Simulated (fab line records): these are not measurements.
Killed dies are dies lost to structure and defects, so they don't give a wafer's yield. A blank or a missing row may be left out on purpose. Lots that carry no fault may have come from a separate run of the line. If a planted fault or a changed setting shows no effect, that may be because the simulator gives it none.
Split-lot study :: flow n5-finfet :: 7 lots, 21 wafers read, on a route of 1938 steps

ON THE SPLIT
At N5_WELL_APT_PEB_06 (peb time 90 s), the setting peb-time-s was moved away from the recipe's 90 s on 5 of the 21 wafers read, by -17.4% to +20.8%. For the rest of the wafers, this setting stayed at what the recipe calls for.

FROM THE SPLIT TO THE READING: what the file shows between them, 2 steps
- N5_WELL_APT_DEVELOP_07: develop time 45 s
- N5_WELL_APT_HARDBAKE_12: time 120 s

THE READING
Shown in nm: cd-nm at N5_WELL_APT_CD_MEAS_08, with target cd 200 nm. Fault-free wafers of this fab line usually give 200.1 nm, standard deviation 1.9 nm.

wafer: L074.1
tool, chamber at the split: litho-track-03, 0
peb-time-s as run, s: 90
against the recipe: recipe
cd-nm, nm: 197.1
against lot-mates on the recipe: -

wafer: L074.2
tool, chamber at the split: litho-track-03, 0
peb-time-s as run, s: 90
against the recipe: recipe
cd-nm, nm: 198.7
against lot-mates on the recipe: -

wafer: L074.4
tool, chamber at the split: litho-track-03, 0
peb-time-s as run, s: 90
against the recipe: recipe
cd-nm, nm: 199.5
against lot-mates on the recipe: -

wafer: L076.1
tool, chamber at the split: litho-track-03, 0
peb-time-s as run, s: 90
against the recipe: recipe
cd-nm, nm: 199.7
against lot-mates on the recipe: -

wafer: L076.3
tool, chamber at the split: litho-track-03, 0
peb-time-s as run, s: 90
against the recipe: recipe
cd-nm, nm: 200.5
against lot-mates on the recipe: -

wafer: L076.4
tool, chamber at the split: litho-track-03, 0
peb-time-s as run, s: 90
against the recipe: recipe
cd-nm, nm: 203.0
against lot-mates on the recipe: -

wafer: L078.2
tool, chamber at the split: litho-track-03, 0
peb-time-s as run, s: 90
against the recipe: recipe
cd-nm, nm: 201.1
against lot-mates on the recipe: -

wafer: L078.3
tool, chamber at the split: litho-track-03, 0
peb-time-s as run, s: 90
against the recipe: recipe
cd-nm, nm: 200.4
against lot-mates on the recipe: -

wafer: L078.4
tool, chamber at the split: litho-track-03, 0
peb-time-s as run, s: 90
against the recipe: recipe
cd-nm, nm: 199.6
against lot-mates on the recipe: -

wafer: L082.3
tool, chamber at the split: litho-track-05, 0
peb-time-s as run, s: 81.35
against the recipe: -9.6%
cd-nm, nm: 190.1
against lot-mates on the recipe: -8.3

wafer: L082.5
tool, chamber at the split: litho-track-05, 0
peb-time-s as run, s: 81.35
against the recipe: -9.6%
cd-nm, nm: 191.7
against lot-mates on the recipe: -6.7

wafer: L082.6
tool, chamber at the split: litho-track-05, 0
peb-time-s as run, s: 90
against the recipe: recipe
cd-nm, nm: 198.4
against lot-mates on the recipe: -

wafer: L089.1
tool, chamber at the split: litho-track-03, 0
peb-time-s as run, s: 74.36
against the recipe: -17.4%
cd-nm, nm: 194.4
against lot-mates on the recipe: -5.9

wafer: L089.2
tool, chamber at the split: litho-track-03, 0
peb-time-s as run, s: 74.36
against the recipe: -17.4%
cd-nm, nm: 192.5
against lot-mates on the recipe: -7.8

wafer: L089.5
tool, chamber at the split: litho-track-03, 0
peb-time-s as run, s: 90
against the recipe: recipe
cd-nm, nm: 200.3
against lot-mates on the recipe: -

wafer: L090.1
tool, chamber at the split: litho-track-05, 0
peb-time-s as run, s: 90
against the recipe: recipe
cd-nm, nm: 198.9
against lot-mates on the recipe: -

wafer: L090.4
tool, chamber at the split: litho-track-05, 0
peb-time-s as run, s: 90
against the recipe: recipe
cd-nm, nm: 199.0
against lot-mates on the recipe: -

wafer: L090.6
tool, chamber at the split: litho-track-05, 0
peb-time-s as run, s: 90
against the recipe: recipe
cd-nm, nm: 201.7
against lot-mates on the recipe: -

wafer: L094.2
tool, chamber at the split: litho-track-04, 0
peb-time-s as run, s: 108.7
against the recipe: +20.8%
cd-nm, nm: 209.6
against lot-mates on the recipe: +7.8

wafer: L094.4
tool, chamber at the split: litho-track-04, 0
peb-time-s as run, s: 90
against the recipe: recipe
cd-nm, nm: 200.1
against lot-mates on the recipe: -

wafer: L094.5
tool, chamber at the split: litho-track-04, 0
peb-time-s as run, s: 90
against the recipe: recipe
cd-nm, nm: 203.4
against lot-mates on the recipe: -

THE FIT
A straight line over all 21 wafers: cd-nm changes by +0.488 nm for each +1% of peb-time-s; r = +0.87; the points scatter about the line by 2.2 nm.
The same after taking each lot's own level away (the mean of its wafers on the recipe; 21 wafers): +0.439 nm for each +1%; r = +0.91; scatter 1.6 nm.
The reading moves by 9.1 nm for the largest change in peb-time-s, on that fit.
Across the lots, their own levels run from 198.40 to 201.75 nm, a range of 1.8 times the standard deviation given above.
Thus the slope moves with the lot-to-lot level: the two fits are different.
Check: with one of the wafers moved furthest among these (+20.8%) left out of the fit, the line predicts +9.69 nm for it against its lot-mates. It came out at +7.85 nm against them.

ADDITIONAL SPLITS CARRIED BY THESE WAFERS
Other splits were also applied to these wafers ahead of the reading. Each is held against what the fit with the lots' levels taken away leaves over:
other split on the same wafers: N5_ZERO_LAYER_EXPOSE_08 dose-mj
wafers away from the commonest value: 8
r with cd-nm (lot level and that fit taken away): +0.42

other split on the same wafers: N5_ZERO_LAYER_DEVELOP_10 develop-time-s
wafers away from the commonest value: 1
r with cd-nm (lot level and that fit taken away): +0.29

other split on the same wafers: N5_WELL_APT_COAT_02 spin-rpm
wafers away from the commonest value: 8
r with cd-nm (lot level and that fit taken away): +0.25

THE WHOLE CHAIN: every reading that the file lists as answering this split, in the file's order
step: N5_WELL_APT_CD_MEAS_08
what it does: target cd 200 nm
reading: cd-nm
change (the file's fit): +0.429 nm for each +1% of the setting
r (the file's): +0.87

step: N5_WELL_APT_DESCUM_13
what it does: chemistry O2, time 7.9 s
reading: WELL_APT.cd-nm (the simulator's own value, which no gauge read)
change (the file's fit): +0.432 nm for each +1% of the setting
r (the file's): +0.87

FILE'S OWN FIT
cd-nm changes by +0.429 nm for each +1% of peb-time-s, r = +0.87.
